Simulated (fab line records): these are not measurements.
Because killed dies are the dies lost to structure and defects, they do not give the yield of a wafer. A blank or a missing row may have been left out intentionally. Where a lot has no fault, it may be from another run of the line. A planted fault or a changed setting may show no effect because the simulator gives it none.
Chamber matching ; flow n5-finfet ; N5_BEOL_M0_SAQP_STRIP_108 on rie-diel-04 has 4 sister chambers
The step strips in N2/H2. 4 wafers are shown with their chamber, then 9 later ones without.

EACH WAFER AND ITS CHAMBER
wafer;chamber;showerhead-plenum-p-Torr (Torr)
L089.2;3;3.18
L094.3;1;3.44
L094.4;2;3.57
L094.5;0;3.28

WAFERS WITH NO CHAMBER GIVEN
wafer;showerhead-plenum-p-Torr (Torr)
L095.1;3.57
L095.2;3.28
L095.6;3.44
L096.1;3.57
L096.2;3.28
L096.5;3.57
L097.1;3.17
L097.2;3.44
L097.5;3.28

WHICH CHAMBER EACH ONE RAN IN
wafer;from the rows above;in truth
L095.1;2;2
L095.2;0;0
L095.6;1;1
L096.1;2;2
L096.2;0;0
L096.5;2;2
L097.1;3;3
L097.2;1;1
L097.5;0;0
Placed correctly: 9 of 9. From these rows, 0 cannot be placed. Placed wrongly: 0.
How it was worked out, from the rows above alone: a wafer's distance from a chamber is the root of the sum, over the readings, of the square of ((its reading less the chamber's mean) divided by the reading's scatter). If the next closest chamber is less than 2 further off than the closest, the wafer can't be placed; otherwise it belongs to the closest. A chamber's mean is the mean of its shown wafers. The scatter: root of mean squared gap, hidden wafer to nearest shown wafer, with one shown wafer a chamber.
